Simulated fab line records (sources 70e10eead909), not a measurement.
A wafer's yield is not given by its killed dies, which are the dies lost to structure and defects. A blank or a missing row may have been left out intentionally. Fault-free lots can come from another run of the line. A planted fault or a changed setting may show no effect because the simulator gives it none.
Chamber matching    flow nand_harc    rie_diel-13 running NHARC_A_STAIRCASE_DESCUM_168: 4 sister chambers
The step chemistry O2, time 3 s. 14 wafers are shown with their chamber, then 7 later ones without.

## WAFERS WITH THEIR CHAMBER
wafer   chamber  showerhead_plenum_p_Torr (Torr)  drypump_motor_current_A (A)  rf_vpp_V (V)
L077.3  2        1.85                             5.8                          56.9
L077.4  3        1.93                             5.9                          57.2
L077.6  0        1.98                             5.9                          58.7
L078.2  0        1.98                             5.9                          57.2
L078.3  2        1.85                             5.8                          58.5
L078.5  2        1.85                             5.8                          58.0
L084.2  1        1.96                             5.9                          58.3
L084.4  2        1.84                             5.8                          56.5
L084.5  2        1.84                             5.8                          59.1
L083.1  3        1.92                             5.9                          57.9
L083.2  1        1.96                             5.9                          59.2
L083.3  2        1.84                             5.8                          57.6
L083.4  0        1.97                             5.8                          59.1
L083.5  3        1.92                             5.9                          57.3

SIGNATURES (means of the wafers above)
reading                   chamber 0  chamber 1  chamber 2  chamber 3  scatter within a chamber
showerhead_plenum_p_Torr  1.9767     1.9600     1.8450     1.9233     0.00532
drypump_motor_current_A   5.867      5.900      5.800      5.900      0.0258
rf_vpp_V                  58.333     58.750     57.767     57.467     0.863
Rule: a wafer's distance from a chamber is the root of the sum, over the readings, of the square of ((its reading less the chamber's mean) divided by the reading's scatter). If the next closest chamber is less than 2 further off than the closest, the wafer can't be placed; otherwise it belongs to the closest. The scatter: take each reading less its chamber's mean, square it, sum over the shown wafers, divide by the number of wafers less the number of chambers, and take the root.

## WAFERS WITHOUT THEIR CHAMBER
wafer   showerhead_plenum_p_Torr (Torr)  drypump_motor_current_A (A)  rf_vpp_V (V)
L083.6  1.84                             5.8                          56.9
L096.2  1.91                             5.9                          56.7
L096.4  1.95                             5.9                          57.6
L096.5  1.83                             5.8                          56.5
L097.2  1.95                             6.0                          59.2
L097.4  1.83                             5.8                          58.3
L097.5  1.83                             5.7                          57.1

## WHICH CHAMBER EACH ONE RAN IN
wafer   from the rows above  in truth
L083.6  2                    2
L096.2  3                    3
L096.4  1                    1
L096.5  2                    2
L097.2  1                    1
L097.4  2                    2
L097.5  2                    2
Correctly placed: 7 of 7. Can't be placed from these rows: 0. Number placed wrongly: 0.
